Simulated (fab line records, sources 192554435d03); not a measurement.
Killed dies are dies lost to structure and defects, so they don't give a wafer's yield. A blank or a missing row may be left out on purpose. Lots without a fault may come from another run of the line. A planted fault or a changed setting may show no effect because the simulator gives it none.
Split-lot experiment | flow n5_finfet | 7 lots, 21 wafers read, on a route of 1938 steps

THE SPLIT
At N5_BEOL_M5_ETCH_41 (etches SiCN in CH3F/O2, target depth 31.5 nm, time 56.7 s), the setting source_w was moved away from the recipe's 395 W on 7 of the 21 wafers read, by -15.2% to +14.3%. The other wafers ran this setting at the recipe's value.

The reading is taken at the split's own step.

THE READING
rf_vpp_V, in V, at N5_BEOL_M5_ETCH_41 (etches SiCN in CH3F/O2, target depth 31.5 nm, time 56.7 s). Fault-free wafers of this fab line usually give 297.8 V, standard deviation 1.6 V.

wafer  | tool, chamber at the split | source_w as run, W | against the recipe | rf_vpp_V, V | against lot-mates on the recipe
L075.3 | rie_diel-02, 2             | 425.6              | +7.7%              | 288.3       | -11.5
L075.4 | rie_diel-02, 0             | 395                | recipe             | 299.8       | -
L075.5 | rie_diel-02, 3             | 425.6              | +7.7%              | 293.4       | -6.4
L077.1 | rie_diel-05, 0             | 395                | recipe             | 297.3       | -
L077.3 | rie_diel-05, 1             | 395                | recipe             | 297.5       | -
L077.5 | rie_diel-05, 0             | 395                | recipe             | 297.9       | -
L080.1 | rie_diel-02, 2             | 395                | recipe             | 296.5       | -
L080.3 | rie_diel-02, 3             | 335.1              | -15.2%             | 316.8       | +20.3
L080.4 | rie_diel-02, 1             | 335.1              | -15.2%             | 314.5       | +18.0
L082.3 | rie_diel-01, 3             | 395                | recipe             | 298.3       | -
L082.4 | rie_diel-01, 2             | 337.9              | -14.5%             | 316.0       | +17.7
L082.5 | rie_diel-01, 1             | 337.9              | -14.5%             | 314.6       | +16.3
L087.4 | rie_diel-02, 3             | 395                | recipe             | 301.1       | -
L087.5 | rie_diel-02, 3             | 395                | recipe             | 300.2       | -
L087.6 | rie_diel-02, 0             | 395                | recipe             | 298.6       | -
L091.2 | rie_diel-01, 2             | 395                | recipe             | 298.8       | -
L091.3 | rie_diel-01, 1             | 395                | recipe             | 298.4       | -
L091.4 | rie_diel-01, 1             | 395                | recipe             | 298.0       | -
L090.3 | rie_diel-05, 3             | 395                | recipe             | 297.9       | -
L090.4 | rie_diel-05, 1             | 395                | recipe             | 296.8       | -
L090.6 | rie_diel-05, 3             | 451.3              | +14.3%             | 286.9       | -10.5

THE FIT
A straight line over all 21 wafers: rf_vpp_V changes by -1.06 V for each +1% of source_w; r = -0.98; the points scatter about the line by 1.7 V.
The same after taking each lot's own level away (the mean of its wafers on the recipe; 21 wafers): -1.12 V for each +1%; r = -0.98; scatter 1.7 V.
On that fit, the largest move of source_w shifts the reading by 17 V.
The lots' own levels span 296.50 to 299.97 V, that is 2.2 times the standard deviation above.
So the lot-to-lot level changes the slope little: the two slopes agree.
Check: with one of the wafers moved furthest among these (-15.2%) left out of the fit, the line predicts +16.7 V for it against its lot-mates. It came out at +20.3 V against them.
Tool readings at the split's step, against how far the setting was moved: rf_vpp_V r = -0.98.

THE FILE'S OWN FIT
rf_vpp_V changes by -1.07 V for each +1% of source_w, r = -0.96.
